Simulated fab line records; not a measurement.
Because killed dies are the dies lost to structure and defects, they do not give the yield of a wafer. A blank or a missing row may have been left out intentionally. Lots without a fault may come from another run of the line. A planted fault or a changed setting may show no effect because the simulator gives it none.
Which of the tools did it?	flow n5Finfet	11 lots with 26 wafers sampled at 8 steps, on a route of 1938 steps

WHAT THE GAUGES SHOWED, per wafer
N5_BEOL_M9_INSPECT_30: inspects for defects (brightfield). Usual: rawDefectCount 399, standard deviation 87.
lot	measured	on	rawDefectCount	flag
L556	day 9 22:07	defectInspect-01	390 449 447	
L558	day 9 22:18	defectInspect-01	435 374 426	
L557	day 10 18:28	defectInspect-02	589 338	
L559	day 10 18:08	defectInspect-02	251 271 298	
L560	day 11 01:55	defectInspect-02	350 493 370	
L561	day 11 03:04	defectInspect-02	272 503	
L562	day 11 22:09	defectInspect-02	422 485	
L567	day 12 05:32	defectInspect-02	528	
L563	day 12 05:30	defectInspect-01	543 246 453	
L566	day 13 01:54	defectInspect-01	326	
L568	day 13 19:21	defectInspect-01	297 305 311	

N5_BEOL_M9_OCD_MEAS_38. Usual: trenchDepthNm 151 nm, standard deviation 3.3.
lot	measured	on	trenchDepthNm (nm)	flag
L556	day 9 22:37	ocd-01	149 151 150	
L558	day 9 22:55	ocd-02	150 148 157	
L557	day 10 18:58	ocd-01	148 153	
L559	day 10 18:37	ocd-02	152 152 154	
L560	day 11 02:25	ocd-01	146 147 150	
L561	day 11 03:34	ocd-02	148 147	
L562	day 11 22:38	ocd-01	155 150	
L567	day 12 06:05	ocd-01	104	OFF
L563	day 12 05:59	ocd-02	109 107 111	OFF
L566	day 13 02:38	ocd-01	103	OFF
L568	day 13 19:59	ocd-01	107 107 104	OFF

N5_BEOL_M9_CD_MEAS_35: target cd 70 nm, target cd y 40 nm. Usual: cdNm 70.2 nm, standard deviation 0.64.
lot	measured	on	cdNm (nm)	flag
L556	day 9 22:46	cdSem-02	70.4 70.0 71.5	
L558	day 9 23:04	cdSem-01	70.2 69.2 70.2	
L557	day 10 19:07	cdSem-03	70.3 70.1	
L559	day 10 18:47	cdSem-02	69.5 70.3 69.2	
L560	day 11 02:34	cdSem-02	70.4 70.0 70.3	
L561	day 11 03:43	cdSem-01	69.5 70.0	
L562	day 11 22:47	cdSem-02	70.9 70.5	
L567	day 12 06:15	cdSem-02	69.8	
L563	day 12 06:09	cdSem-01	70.3 69.9 69.8	
L566	day 13 02:47	cdSem-01	69.2	
L568	day 13 20:08	cdSem-03	69.2 69.9 69.6	

N5_BEOL_M9_THK_MEAS_53: measures by xrf. Usual: M9_THK 140 nm, standard deviation 3.7.
lot	measured	on	M9_THK (nm)	flag
L556	day 10 01:04	filmMetro-01	139 140 138	
L558	day 10 01:11	filmMetro-02	139 137 146	
L557	day 10 21:09	filmMetro-02	134 138	
L559	day 10 21:01	filmMetro-02	140 140 143	
L560	day 11 05:32	filmMetro-02	136 139 139	
L561	day 11 05:43	filmMetro-01	136 135	
L562	day 12 01:38	filmMetro-02	143 141	
L567	day 12 08:31	filmMetro-01	92	OFF
L563	day 12 08:16	filmMetro-02	97 96 99	OFF
L566	day 13 05:20	filmMetro-02	92	OFF
L568	day 13 23:48	filmMetro-01	95 97 93	OFF

N5_BEOL_M9_RS_MEAS_57: uses a four-point probe to measure. Usual: M9_RS 0.151 ohm/sq, standard deviation 0.0041.
lot	measured	on	M9_RS (ohm/sq)	flag
L556	day 10 01:12	filmMetro-01	0.152 0.151 0.153	
L558	day 10 01:19	filmMetro-01	0.151 0.154 0.144	
L557	day 10 21:17	filmMetro-02	0.156 0.151	
L559	day 10 21:09	filmMetro-01	0.150 0.150 0.147	
L560	day 11 05:41	filmMetro-02	0.156 0.153 0.151	
L561	day 11 05:52	filmMetro-01	0.155 0.156	
L562	day 12 01:46	filmMetro-01	0.146 0.149	
L567	day 12 08:40	filmMetro-02	0.242	OFF
L563	day 12 08:23	filmMetro-02	0.228 0.231 0.224	OFF
L566	day 13 05:28	filmMetro-02	0.239	OFF
L568	day 13 23:56	filmMetro-02	0.236 0.231 0.243	OFF

N5_BEOL_M15_RC_MEAS_101. Usual: COMB_M10 1.45e-11 S/m, standard deviation 2.7e-12; COMB_M11 1.4e-11 S/m, standard deviation 3.1e-12; COMB_M12 6.6e-12 S/m, standard deviation 1.3e-12; COMB_M13 4.9e-12 S/m, standard deviation 1.2e-12; COMB_M14 3.9e-12 S/m, standard deviation 8e-13; COMB_M15 2.9e-12 S/m, standard deviation 7.2e-13; COMB_M15_max_site 4.1e-12 S/m, standard deviation 1e-12; COMB_M5 3.5e-11 S/m, standard deviation 7.1e-12; COMB_M6 2.7e-11 S/m, standard deviation 5.5e-12; COMB_M7 2.5e-11 S/m, standard deviation 4.6e-12; COMB_M8 2.5e-11 S/m, standard deviation 5.2e-12; SERP_M10 3.05 ohm/um, standard deviation 0.082; SERP_M11 3.10 ohm/um, standard deviation 0.1; SERP_M11_max_site 3.19 ohm/um, standard deviation 0.1; SERP_M12 0.626 ohm/um, standard deviation 0.014; SERP_M13 0.309 ohm/um, standard deviation 0.0058; SERP_M14 0.160 ohm/um, standard deviation 0.0044; SERP_M5 39.2 ohm/um, standard deviation 1.7; SERP_M5_max_site 40.5 ohm/um, standard deviation 1.8; SERP_M6 14.1 ohm/um, standard deviation 0.61; SERP_M7 14.1 ohm/um, standard deviation 0.66; SERP_M8 13.8 ohm/um, standard deviation 0.5; SERP_M9 3.06 ohm/um, standard deviation 0.1; SERP_M9_max_site 3.14 ohm/um, standard deviation 0.11.
lot	measured	on	COMB_M10 (S/m)	COMB_M11 (S/m)	COMB_M12 (S/m)	COMB_M13 (S/m)	COMB_M14 (S/m)	COMB_M15 (S/m)	COMB_M15_max_site (S/m)	COMB_M5 (S/m)	COMB_M6 (S/m)	COMB_M7 (S/m)	COMB_M8 (S/m)	SERP_M10 (ohm/um)	SERP_M11 (ohm/um)	SERP_M11_max_site (ohm/um)	SERP_M12 (ohm/um)	SERP_M13 (ohm/um)	SERP_M14 (ohm/um)	SERP_M5 (ohm/um)	SERP_M5_max_site (ohm/um)	SERP_M6 (ohm/um)	SERP_M7 (ohm/um)	SERP_M8 (ohm/um)	SERP_M9 (ohm/um)	SERP_M9_max_site (ohm/um)	flag
L556	day 11 18:59	prober-02	1.22e-11 1.16e-11 1.98e-11	1.2e-11 1.6e-11 2e-11	4.5e-12 6.3e-12 4.4e-12	5.2e-12 3.9e-12 3.3e-12	2.8e-12 3.4e-12 3.6e-12	2e-12 1.9e-12 1.1e-12	2.3e-12 3e-12 2.2e-12	4.6e-11 2.8e-11 4.6e-11	2e-11 2e-11 2.2e-11	2.4e-11 2.4e-11 2.3e-11	2.2e-11 3e-11 2.6e-11	3.08 3.02 3.13	2.92 2.98 3.02	2.95 3.05 3.12	0.612 0.633 0.645	0.311 0.312 0.310	0.160 0.151 0.158	41.0 40.2 39.3	41.9 41.5 41.1	14.6 14.7 14.9	14.1 14.7 14.2	13.5 14.2 14.5	3.09 3.11 3.04	3.18 3.21 3.13	
L558	day 11 22:35	prober-01	9.1e-12 1.61e-11 1.44e-11	1.1e-11 1.5e-11 2e-11	8.7e-12 6.4e-12 5.8e-12	4.6e-12 3.6e-12 5.3e-12	2.8e-12 4.3e-12 4.2e-12	3.2e-12 3.6e-12 3.7e-12	4.1e-12 5e-12 4.9e-12	3.4e-11 3e-11 2.8e-11	2.7e-11 1.9e-11 2.5e-11	2.1e-11 1.9e-11 2.7e-11	2.6e-11 2.4e-11 2.2e-11	3.12 2.99 3.19	3.18 3.09 3.28	3.23 3.12 3.37	0.606 0.629 0.611	0.306 0.306 0.308	0.168 0.153 0.153	40.1 39.8 40.2	40.9 42.0 42.2	14.1 14.3 14.7	13.8 13.6 14.4	14.0 13.9 14.0	3.12 3.22 2.93	3.20 3.35 3.03	
L557	day 12 14:19	prober-02	1.06e-11 1.6e-11	1.7e-11 8e-12	5.7e-12 7.3e-12	4.4e-12 3.9e-12	3.8e-12 2.2e-12	2.3e-12 1.9e-12	3.5e-12 2.5e-12	3.6e-11 3.7e-11	2.9e-11 2.3e-11	1.8e-11 2.8e-11	2.2e-11 2.7e-11	3.17 3.30	3.03 3.00	3.22 3.14	0.604 0.621	0.309 0.305	0.163 0.160	39.7 37.2	40.2 38.2	13.7 14.4	14.0 14.5	13.6 13.6	3.17 3.01	3.29 3.16	
L559	day 12 12:38	prober-02	1.67e-11 1.44e-11 1.6e-11	1.6e-11 1.5e-11 1.7e-11	5.5e-12 6.5e-12 7.5e-12	4.5e-12 5.2e-12 4.1e-12	3.2e-12 2.6e-12 2.1e-12	2.4e-12 2.8e-12 2.3e-12	2.9e-12 4.8e-12 3.3e-12	3e-11 2.1e-11 2.5e-11	1.9e-11 3.5e-11 2.4e-11	1.8e-11 2.5e-11 1.9e-11	2.1e-11 3.3e-11 2.5e-11	2.97 3.15 2.99	3.16 3.09 3.08	3.25 3.15 3.12	0.608 0.635 0.632	0.316 0.306 0.316	0.162 0.162 0.150	38.7 39.9 37.4	40.2 40.6 39.7	13.8 13.4 13.6	14.4 13.5 14.2	13.1 14.9 14.6	3.10 3.03 3.03	3.16 3.06 3.10	
L560	day 13 02:08	prober-01	1.31e-11 9.7e-12 1.1e-11	1.4e-11 1.1e-11 2.2e-11	4.1e-12 5.3e-12 8.4e-12	6.2e-12 4.8e-12 6.1e-12	4.6e-12 5.1e-12 4.5e-12	4.1e-12 3.6e-12 3.1e-12	4.8e-12 5.3e-12 4.5e-12	3.1e-11 3.3e-11 2.3e-11	2.6e-11 3.2e-11 2.4e-11	2.9e-11 3e-11 3.5e-11	2.1e-11 3.2e-11 2.8e-11	3.15 3.00 3.10	3.06 2.99 3.07	3.13 3.02 3.14	0.630 0.636 0.614	0.305 0.307 0.307	0.161 0.158 0.165	37.5 42.1 42.0	38.9 43.6 42.7	13.7 13.9 13.7	14.8 14.0 13.5	13.4 13.3 12.9	3.10 3.12 3.08	3.17 3.23 3.15	
L561	day 13 02:19	prober-02	1.21e-11 1.56e-11	1.4e-11 1.2e-11	6.9e-12 4.4e-12	4.9e-12 3.8e-12	3.3e-12 3.5e-12	2.3e-12 1.8e-12	3.1e-12 2.6e-12	3e-11 2.4e-11	2.8e-11 1.8e-11	2.2e-11 2.1e-11	2.1e-11 2.2e-11	3.16 3.10	3.26 2.85	3.35 3.01	0.628 0.618	0.314 0.298	0.155 0.164	37.4 39.2	38.8 40.2	14.5 14.5	14.6 14.3	13.4 14.0	3.20 3.19	3.28 3.32	
L562	day 13 22:17	prober-02	1.48e-11 1.54e-11	1.6e-11 1.9e-11	7.5e-12 5.6e-12	3.5e-12 3.3e-12	4.2e-12 2.7e-12	2.8e-12 2.2e-12	4.4e-12 4.4e-12	2.5e-11 4.3e-11	3.3e-11 2e-11	3.5e-11 2.7e-11	1.5e-11 2.4e-11	2.91 3.04	3.25 3.07	3.38 3.14	0.613 0.621	0.312 0.317	0.163 0.160	39.1 38.0	40.0 39.9	14.3 13.8	14.5 14.8	14.1 13.9	2.93 2.99	2.97 3.04	
L567	day 14 06:49	prober-02	1.25e-11	1.2e-11	6.5e-12	3.5e-12	3.5e-12	1.5e-12	2.7e-12	3e-11	4e-11	2.4e-11	1.7e-11	2.88	3.03	3.18	0.635	0.305	0.169	40.1	42.2	14.9	14.3	13.2	4.88	5.04	OFF
L563	day 14 07:57	prober-01	1.42e-11 1.56e-11 1.35e-11	1.9e-11 1.2e-11 1.3e-11	8.5e-12 7.2e-12 8.6e-12	5.5e-12 6e-12 4.4e-12	4.6e-12 4.4e-12 4.8e-12	3.4e-12 2.6e-12 4.7e-12	5.3e-12 3.2e-12 5.8e-12	3.1e-11 3.5e-11 3.2e-11	4.1e-11 3.7e-11 3.5e-11	2.8e-11 3e-11 4.3e-11	2.9e-11 2.5e-11 2.4e-11	3.15 2.91 2.96	2.98 3.10 3.10	3.08 3.20 3.15	0.642 0.628 0.637	0.316 0.312 0.307	0.159 0.161 0.164	42.6 37.9 44.9	45.1 39.3 45.2	14.3 15.1 15.4	13.9 12.6 13.4	13.7 13.1 14.4	4.51 4.64 4.51	4.66 4.79 4.61	OFF
L566	day 15 04:37	prober-02	1.36e-11	1.3e-11	7.2e-12	4.8e-12	3.7e-12	2.4e-12	3e-12	4.1e-11	2.4e-11	1.9e-11	3e-11	3.09	2.98	3.07	0.636	0.307	0.167	38.0	39.9	14.1	14.0	13.0	4.85	5.00	OFF
L568	day 15 21:59	prober-01	1.21e-11 1.48e-11 1.55e-11	1.5e-11 1.2e-11 1.9e-11	4.1e-12 6e-12 6.1e-12	6e-12 5.6e-12 4.4e-12	3.3e-12 4.9e-12 5.3e-12	2.9e-12 2.8e-12 4.3e-12	4.7e-12 3.6e-12 4.7e-12	3.4e-11 4.1e-11 4e-11	2.6e-11 3.4e-11 2.5e-11	2.7e-11 2.8e-11 2.4e-11	2.9e-11 2.9e-11 2.5e-11	2.93 3.06 3.06	3.12 3.30 3.22	3.22 3.38 3.31	0.619 0.613 0.640	0.311 0.303 0.304	0.156 0.166 0.164	37.7 39.6 37.3	39.0 41.7 38.4	13.8 14.0 13.9	14.4 14.4 14.4	13.9 13.4 13.1	4.84 4.69 5.07	5.00 4.78 5.28	OFF

WHAT TOOL EACH LOT RAN ON (gives the tool, then ch and the chambers of the sampled wafers, and finally the start)
lot	N5_BEOL_M9_HM_OPEN_17	N5_BEOL_M9_TRENCH_ETCH_37
L556	rieMetal-03 ch 0,1, day 9 21:18	rieDiel-06 ch 2,3, day 9 22:26
L558	rieMetal-02 ch 0,1, day 9 21:32	rieDiel-01 ch 1,2,3, day 9 22:44
L557	rieMetal-03 ch 0,1, day 10 12:25	rieDiel-01 ch 0,2, day 10 18:47
L559	rieMetal-02 ch 0,1, day 10 13:10	rieDiel-06 ch 0,1, day 10 18:27
L560	rieMetal-01 ch 0,1, day 11 01:15	rieDiel-05 ch 0,1,2, day 11 02:14
L561	rieMetal-02 ch 0,1, day 11 01:37	rieDiel-05 ch 0,2, day 11 03:23
L562	rieMetal-03 ch 0,1, day 11 21:34	rieDiel-06 ch 0,3, day 11 22:29
L567	rieMetal-03 ch 0, day 12 02:52	rieDiel-01 ch 1, day 12 05:55
L563	rieMetal-02 ch 0,1, day 12 03:20	rieDiel-06 ch 0,1,2, day 12 05:49
L566	rieMetal-01 ch 0, day 12 23:40	rieDiel-01 ch 2, day 13 02:29
L568	rieMetal-01 ch 0,1, day 13 15:23	rieDiel-06 ch 0,1,3, day 13 19:48
- N5_BEOL_M9_HM_OPEN_17: chemistry Cl2/BCl3, target TiN, target depth 20 nm, overetch 6 nm.
- N5_BEOL_M9_TRENCH_ETCH_37: etches SiCOH lowk in C4F6/O2, target depth 151.43 nm, time 49 s.

WHAT THE TOOLS THEMSELVES READ (means of the sampled wafers that have a number; where no wafer has one, the mark that the record gives instead)
N5_BEOL_M9_HM_OPEN_17. Usual: drypumpMotorCurrentA 5.9 A, standard deviation 0.47; mfcArSccm 24.99 sccm, standard deviation 0.077; oesProductAu 0.70 a.u., standard deviation 0.086; throttleValvePct 22.1 %, standard deviation 0.31.
lot	tool	drypumpMotorCurrentA (A)	mfcArSccm (sccm)	oesProductAu (a.u.)	throttleValvePct (%)	flag
L556	rieMetal-03	5.4	24.95	0.71	21.8	
L558	rieMetal-02	6.0	25.05	0.57	22.1	
L557	rieMetal-03	5.5	25.00	0.72	21.9	
L559	rieMetal-02	6.0	24.92	0.56	22.1	
L560	rieMetal-01	6.3	24.88	0.76	22.1	
L561	rieMetal-02	5.8	24.93	0.57	22.2	
L562	rieMetal-03	5.4	25.03	0.70	21.9	
L567	rieMetal-03	5.3	25.04	0.62	21.8	
L563	rieMetal-02	6.0	24.90	0.56	22.1	
L566	rieMetal-01	6.4	25.00	0.73	21.9	
L568	rieMetal-01	6.3	25.04	0.74	22.1	

N5_BEOL_M9_TRENCH_ETCH_37. Usual: C4F6_flow_sccm 10.00 sccm, standard deviation 0.031; drypumpMotorCurrentA 5.8 A, standard deviation 0.45; mfcArSccm 300.0 sccm, standard deviation 0.98; oesProductAu 0.81 a.u., standard deviation 0.1; rfVppV 667 V, standard deviation 12; runLengthS 72.5 s, standard deviation 0.4; showerheadPlenumPTorr 2.86 Torr, standard deviation 0.1; throttleValvePct 21.00 %, standard deviation 0.2.
lot	tool	C4F6_flow_sccm (sccm)	drypumpMotorCurrentA (A)	mfcArSccm (sccm)	oesProductAu (a.u.)	rfVppV (V)	runLengthS (s)	showerheadPlenumPTorr (Torr)	throttleValvePct (%)	flag
L556	rieDiel-06	10.02	5.8	299.6	0.75	663	72.7	2.71	21.18	
L558	rieDiel-01	10.01	5.6	299.4	0.79	662	72.3	2.82	20.91	
L557	rieDiel-01	9.96	6.3	300.5	0.72	651	72.7	2.79	20.91	
L559	rieDiel-06	10.00	5.7	300.8	0.91	665	72.8	3.02	21.11	
L560	rieDiel-05	10.00	5.7	300.8	0.84	674	72.5	2.86	20.89	
L561	rieDiel-05	10.00	5.4	300.4	0.79	662	72.5	2.83	21.12	
L562	rieDiel-06	10.03	5.7	301.0	0.91	674	72.7	2.92	20.99	
L567	rieDiel-01	9.97	4.9	298.9	0.68	674	61.2	2.93	21.13	OFF
L563	rieDiel-06	9.99	5.8	301.0	0.88	666	60.7	3.00	21.11	OFF
L566	rieDiel-01	9.97	6.0	301.4	0.70	649	60.6	2.75	20.84	OFF
L568	rieDiel-06	10.04	5.9	299.5	0.82	670	61.2	2.92	21.08	OFF

THE ANSWER, worked out from the rows above alone
Rule: a lot is off if the mean of its wafers that have a number lies more than 3 standard deviations from the usual mean. Also off: a lot with no number at a reading for which 4 or more lots have one. Where the step has rows for the other lots, those lots are counted as sound. After the gauges, taken in route order, come the tools' own readings; for these a lot's mean is taken, as printed above. At the first step where some lot is off, the reading lying furthest off is the one used; lots without a number count as furthest.
Off: L567, L563, L566, L568, at N5_BEOL_M9_OCD_MEAS_38 (trenchDepthNm).
If a tool, at a process step before that reading, ran all the lots that are off and no sound lot after the first of them, it fits. Not tried: the gauges at N5_BEOL_M9_OCD_MEAS_38; whatever is off there is also off at N5_BEOL_M9_THK_MEAS_53, on other tools, and gauge error can't account for it. Of those tried, none fits.

WHAT THE SIMULATOR HAD INSERTED
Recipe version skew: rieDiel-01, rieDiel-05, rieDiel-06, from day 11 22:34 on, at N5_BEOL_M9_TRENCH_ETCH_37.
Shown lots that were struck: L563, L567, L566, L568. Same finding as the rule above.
